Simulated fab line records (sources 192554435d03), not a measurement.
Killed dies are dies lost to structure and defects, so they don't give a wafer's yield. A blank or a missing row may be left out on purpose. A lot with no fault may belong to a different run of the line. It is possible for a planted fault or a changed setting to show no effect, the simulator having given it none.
What tool caused it? -- flow n5 finfet -- Sampling: 10 lots, 27 wafers, 5 of 1938 route steps

## WHAT EACH GAUGE READ, for each wafer
N5_BEOL_M4_RC_MEAS_101. Usual: DIBL_N 37.0 mV/V, standard deviation 2.3; DIBL_P 37.3 mV/V, standard deviation 2.8; IOFF_N 0.17 nA/um, standard deviation 0.046; IOFF_P 0.23 nA/um, standard deviation 0.054; ION_N 675 uA/um, standard deviation 14; ION_P 460 uA/um, standard deviation 9.3; SS_N 71.7 mV/dec, standard deviation 0.73; SS_P 73.6 mV/dec, standard deviation 0.95; VT_N 249 mV, standard deviation 3.9; VT_P -250 mV, standard deviation 3.9.
lot,measured,on,DIBL_N (mV/V),DIBL_P (mV/V),IOFF_N (nA/um),IOFF_P (nA/um),ION_N (uA/um),ION_P (uA/um),SS_N (mV/dec),SS_P (mV/dec),VT_N (mV),VT_P (mV),flag
L467,day 7 23:18,prober-02,40.3 37.1 43.8,40.9 35.4 44.8,0.23 0.15 0.36,0.31 0.21 0.42,680 676 712,471 464 478,72.2 71.3 73.7,74.8 73.7 76.2,243 251 240,-246 -251 -243,
L468,day 8 02:19,prober-02,37.4 36.8 39.6,37.6 37.4 40.9,0.19 0.17 0.25,0.22 0.22 0.29,677 667 688,457 453 457,72.1 71.1 72.2,73.7 75.0 76.1,250 249 245,-249 -251 -248,
L470,day 8 22:55,prober-02,37.5 36.0 41.5,37.8 36.8 43.3,0.18 0.16 0.27,0.19 0.18 0.28,682 676 694,454 453 461,72.0 71.0 73.1,73.1 73.5 75.4,248 249 244,-252 -254 -246,
L473,day 9 08:11,prober-02,35.3 38.5 39.3,36.6 39.5 40.8,0.15 0.22 0.23,0.19 0.25 0.27,670 703 706,458 474 471,71.4 72.1 72.3,73.1 73.8 74.8,253 245 248,-255 -251 -249,
L480,day 11 11:31,prober-02,33.9 37.1,34.1 38.5,0.14 0.23,0.21 0.30,673 694,458 469,70.5 71.8,72.7 74.5,251 241,-250 -245,
L481,day 12 17:27,prober-01,38.4 39.4,38.3 38.4,0.18 0.20,0.26 0.25,656 664,453 449,73.0 73.3,74.2 74.2,247 250,-249 -249,
L483,day 12 21:55,prober-01,41.2 36.0,44.0 36.5,0.28 0.16,0.32 0.19,704 681,470 456,73.7 71.7,75.4 73.3,241 248,-245 -253,
L484,day 12 22:21,prober-02,33.5 36.2 37.3,30.7 35.0 35.0,0.10 0.14 0.16,0.13 0.18 0.18,640 664 666,440 452 448,71.0 71.2 72.1,72.3 73.1 73.3,257 250 250,-258 -254 -253,
L485,day 12 22:43,prober-01,32.3 36.5 32.7,33.6 38.5 34.1,0.11 0.18 0.12,0.14 0.20 0.14,657 679 663,445 458 449,71.2 72.3 71.1,72.2 73.7 72.2,256 249 254,-257 -252 -258,
L487,day 13 14:05,prober-01,38.3 36.8 37.2,39.4 38.0 38.0,0.20 0.17 0.18,0.24 0.21 0.22,673 671 666,456 455 455,71.8 72.3 71.8,73.6 72.9 73.7,247 250 248,-251 -252 -250,

## WHAT TOOL EACH LOT RAN ON (gives the tool, then ch and the chambers of the sampled wafers, and finally the start)
lot,N5_BEOL_M2_DESCUM_16,N5_BEOL_M2_ETCH_63,N5_BEOL_M2_STRIP_19,N5_BEOL_M2_COAT_76
L467,"rie diel-03 ch 1,2,3, day 6 10:49","rie diel-03 ch 1,2,3, day 6 10:52","rie diel-05 ch 1,2,3, day 6 11:10","litho track-02 ch 0, day 6 11:17"
L468,"rie diel-03 ch 1,2,3, day 6 13:42","rie diel-03 ch 1,2,3, day 6 13:45","rie diel-03 ch 1,2,3, day 6 14:04","litho track-04 ch 0, day 6 14:10"
L470,"rie diel-01 ch 0,2, day 7 09:37","rie diel-01 ch 0,2, day 7 09:40","rie diel-01 ch 1,2, day 7 10:06","litho track-04 ch 0, day 7 10:13"
L473,"rie diel-03 ch 0,1,3, day 8 01:29","rie diel-03 ch 0,1,3, day 8 01:32","rie diel-03 ch 0,1,2, day 8 01:50","litho track-02 ch 0, day 8 01:57"
L480,"rie diel-01 ch 0,1, day 10 02:47","rie diel-01 ch 0,1, day 10 02:50","rie diel-03 ch 2,3, day 10 03:14","litho track-02 ch 0, day 10 03:20"
L481,"rie diel-05 ch 2,3, day 10 03:20","rie diel-05 ch 2,3, day 10 03:23","rie diel-01 ch 0,1, day 10 03:42","litho track-02 ch 0, day 10 03:47"
L483,"rie diel-03 ch 1, day 10 10:25","rie diel-03 ch 1, day 10 10:28","rie diel-05 ch 1,3, day 10 10:53","litho track-02 ch 0, day 10 10:59"
L484,"rie diel-03 ch 0,1, day 11 01:23","rie diel-03 ch 0,1, day 11 01:26","rie diel-01 ch 0,1, day 11 01:46","litho track-04 ch 0, day 11 01:52"
L485,"rie diel-03 ch 0,1,2, day 11 04:34","rie diel-03 ch 0,1,2, day 11 04:37","rie diel-05 ch 0,3, day 11 05:01","litho track-04 ch 0, day 11 05:08"
L487,"rie diel-01 ch 0,2, day 11 11:40","rie diel-01 ch 0,2, day 11 11:43","rie diel-03 ch 0,1,2, day 11 12:01","litho track-04 ch 0, day 11 12:08"
- N5_BEOL_M2_DESCUM_16: chemistry O2, time 7 s.
- N5_BEOL_M2_ETCH_63: etches SiARC in CF4, target depth 15.6 nm, time 26 s.
- N5_BEOL_M2_STRIP_19: strips in O2.
- N5_BEOL_M2_COAT_76: time 60 s, resist thk 5 nm.

## WHAT THE TOOLS THEMSELVES READ (means of the sampled wafers that have a number; where no wafer has one, the mark that the record gives instead)
N5_BEOL_M2_DESCUM_16. Usual: bias power w 20.00 W, standard deviation 0.057; drypump motor current A 5.6 A, standard deviation 0.53; oes product au 0.78 a.u., standard deviation 0.094; rf vpp V 243.3 V, standard deviation 1.4; showerhead plenum p Torr 2.11 Torr, standard deviation 0.084; throttle valve pct 20.35 %, standard deviation 0.28.
lot,tool,bias power w (W),drypump motor current A (A),oes product au (a.u.),rf vpp V (V),showerhead plenum p Torr (Torr),throttle valve pct (%),flag
L467,rie diel-03,19.97,5.5,0.79,242.7,2.05,20.33,
L468,rie diel-03,20.00,5.5,0.78,242.5,2.05,20.34,
L470,rie diel-01,19.98,5.7,0.88,244.7,2.23,20.31,
L473,rie diel-03,20.02,5.7,0.84,244.1,2.09,20.21,
L480,rie diel-01,20.00,6.0,0.69,244.0,2.18,20.63,
L481,rie diel-05,19.98,5.5,0.70,242.6,2.07,20.55,
L483,rie diel-03,19.93,5.4,0.82,242.4,2.05,19.99,
L484,rie diel-03,20.07,5.3,0.85,244.6,2.15,20.06,
L485,rie diel-03,19.96,5.1,0.87,242.9,2.10,20.07,
L487,rie diel-01,19.95,5.7,0.81,244.1,2.22,20.36,

N5_BEOL_M2_ETCH_63. Usual: drypump motor current A 5.6 A, standard deviation 0.53; etch rf on time s 26.1 s, standard deviation 0.91; oes product au 0.68 a.u., standard deviation 0.081; rf vpp V 184.1 V, standard deviation 1.3; showerhead plenum p Torr 2.15 Torr, standard deviation 0.083; throttle valve pct 15.50 %, standard deviation 0.27.
lot,tool,drypump motor current A (A),etch rf on time s (s),oes product au (a.u.),rf vpp V (V),showerhead plenum p Torr (Torr),throttle valve pct (%),flag
L467,rie diel-03,5.5,25.3,0.70,183.4,2.09,15.48,
L468,rie diel-03,5.5,25.3,0.69,183.1,2.09,15.51,
L470,rie diel-01,5.7,25.4,0.75,185.3,2.26,15.34,
L473,rie diel-03,5.7,25.7,0.73,184.2,2.15,15.41,
L480,rie diel-01,6.0,26.4,0.58,183.4,2.19,15.70,
L481,rie diel-05,5.5,25.4,0.61,183.8,2.13,15.81,
L483,rie diel-03,5.4,25.4,0.73,183.7,2.09,15.14,
L484,rie diel-03,5.3,26.1,0.73,185.0,2.22,15.31,
L485,rie diel-03,5.1,25.9,0.75,184.4,2.16,15.24,
L487,rie diel-01,5.7,25.7,0.70,185.1,2.24,15.39,

N5_BEOL_M2_STRIP_19. Usual: drypump motor current A 5.6 A, standard deviation 0.52; oes product au 0.77 a.u., standard deviation 0.093; rf vpp V 3.6 V, standard deviation 0.48; showerhead plenum p Torr 2.11 Torr, standard deviation 0.084; throttle valve pct 16.63 %, standard deviation 0.27.
lot,tool,drypump motor current A (A),oes product au (a.u.),rf vpp V (V),showerhead plenum p Torr (Torr),throttle valve pct (%),flag
L467,rie diel-05,5.5,0.71,3.2,2.09,16.81,
L468,rie diel-03,5.5,0.78,3.9,2.05,16.58,
L470,rie diel-01,5.7,0.88,3.1,2.23,16.48,
L473,rie diel-03,5.1,0.82,3.5,2.12,16.41,
L480,rie diel-03,5.6,0.85,3.4,2.03,16.59,
L481,rie diel-01,6.0,0.69,3.2,2.18,16.91,
L483,rie diel-05,5.1,0.69,4.0,2.12,16.81,
L484,rie diel-01,5.9,0.69,3.5,2.18,16.90,
L485,rie diel-05,4.9,0.69,3.6,2.13,16.64,
L487,rie diel-03,5.1,0.87,3.4,2.11,16.31,

N5_BEOL_M2_COAT_76. Usual: 66.07 s for run length s, sd 0.18.
lot,tool,run length s (s),flag
L467,litho track-02,65.93,
L468,litho track-04,66.26,
L470,litho track-04,66.26,
L473,litho track-02,65.94,
L480,litho track-02,68.94,OFF
L481,litho track-02,68.98,OFF
L483,litho track-02,68.98,OFF
L484,litho track-04,66.26,
L485,litho track-04,66.35,
L487,litho track-04,66.23,

## THE ANSWER, worked out from the rows above alone
Rule: take the mean of a lot's wafers that have a number; if it is more than 3 standard deviations from the usual mean, the lot is off. Also off: a lot with no number at a reading for which 4 or more lots have one. Any other lot the step has rows for is counted as sound. After the gauges, taken in route order, come the tools' own readings; for these a lot's mean is taken, as printed above. The first step at which some lot is off is used, and at that step the reading that is off furthest; a lot without a number counts as furthest.
Off: L480, L481, L483, at N5_BEOL_M2_COAT_76 (run length s).
If a tool, at that step or one of the process steps before it, ran each lot that is off and ran no sound lot following the first of them, it fits. One fits: litho track-02 at N5_BEOL_M2_COAT_76. A fault onset in the window from L473 (day 8 01:57, its last sound lot) to L480 (day 10 03:20, its first lot off) fits.
On the lots that are off, the tool's own readings at N5_BEOL_M2_COAT_76 differ by more than 5 times the standard deviation of the sound lots' means, which bears it out; run length s reads 68.97 s there versus 66.18 s on the sound lots.

## WHAT HAD BEEN PUT IN BY THE SIMULATOR
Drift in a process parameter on litho track-02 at N5_BEOL_M2_COAT_76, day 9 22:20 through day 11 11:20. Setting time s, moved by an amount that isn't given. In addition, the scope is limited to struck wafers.
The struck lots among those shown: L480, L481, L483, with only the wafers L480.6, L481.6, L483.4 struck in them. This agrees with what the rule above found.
